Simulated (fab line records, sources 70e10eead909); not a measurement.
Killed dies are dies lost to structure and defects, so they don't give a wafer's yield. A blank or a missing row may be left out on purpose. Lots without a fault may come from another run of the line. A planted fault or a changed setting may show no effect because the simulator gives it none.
Problem report in the 8D (eight disciplines) form, filled by code | flow nand_harc | the parts of the form that need people (team, actions taken, sign-off) are left out

1. THE PROBLEM
killed_at_array at NHARC_END_SORT_01 reads a mean of 670 on 6 wafers of 2 lots; wafers without a fault read 25 with a standard deviation of 9.5. That is +68 standard deviations from the usual mean.
First seen on wafer L595.1, day 22 06:49, on prober-01. The record holds 6 wafers of 2 lots with a number at this step. Rule for "out", or "out of limits": more than 4 standard deviations from the usual mean. The other wafers with a number count as sound.

2. WHAT IT IS AND WHAT IT IS NOT
question                    | is                           | is not
which readings at this step | killed_at_array, killed_dies | -
which lots                  | L594, L595                   | -
which wafers of those lots  | all that have a number       | -
read on which gauges        | prober-01, prober-02         | -
when                        | from day 22 06:49            | up to then (0 sound wafers)

3. SUSPECTS, AND WHAT RULES EACH OUT
Counting: a tool at a process step up to the reading stays a suspect if it ran every lot that is out and no sound lot after the first of them.
- the gauge at NHARC_END_SORT_01: ruled out. The wafers that are out were read on 2 gauges (prober-01, prober-02).
- har_cap_etch-01 at NHARC_A_CONTACT_ETCH_125 (etches the open film in C4F8/O2/Ar, time 155 s, target depth 956 nm): kept. It ran every lot that is out, first L595 (day 19 15:04), and no sound lot after that.
- har_cap_etch-01 at NHARC_A_CONTACT_ETCH_126 (etches the open film in C4F8/O2/Ar, time 155 s, target depth 956 nm): kept. It ran every lot that is out, first L595 (day 19 15:13), and no sound lot after that.
Left after counting: har_cap_etch-01 at NHARC_A_CONTACT_ETCH_125, har_cap_etch-01 at NHARC_A_CONTACT_ETCH_126.

4. THE CAUSE (what the simulator had put in)
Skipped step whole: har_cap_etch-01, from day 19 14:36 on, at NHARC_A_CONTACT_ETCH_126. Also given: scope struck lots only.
Counting left 2 suspects, and this tool is among them.

5. THE CHAIN OF EFFECTS, in route order
Each row: a reading whose mean over the struck wafers that have a number lies more than 3 standard deviations from the usual. Only readings for which the record gives a usual standard deviation are gone through. hours: the time from each lot's start at the first step in this table that gives one to its start at this step, as a median over the lots. sigmas: the change in usual standard deviations.
hours | step              | reading         | usual | on struck wafers | change | sigmas
0     | NHARC_END_SORT_01 | killed_at_array | 25    | 670              | +645   | +68
0     | NHARC_END_SORT_01 | killed_dies     | 29    | 677              | +648   | +65
Readings that are blank on the struck wafers while sound wafers have them: chamber_pressure_mTorr at NHARC_A_CONTACT_ETCH_126; oes_air_line_au at NHARC_A_CONTACT_ETCH_126.

6. WHAT WOULD HAVE CAUGHT IT SOONER
In this record the first reading out of limits at a measuring or inspecting step was taken at day 22 06:49, 64 hours after the fault began at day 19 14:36.
At NHARC_A_CONTACT_ETCH_126 the tool's readings are blank on the struck wafers, where sound wafers have them: an empty tool record is the first sign, and it was there at once.
All the lots that are out (2) had begun NHARC_A_CONTACT_ETCH_126 on har_cap_etch-01 by day 22 06:49. A hold on the tool at that time would have spared none of them.
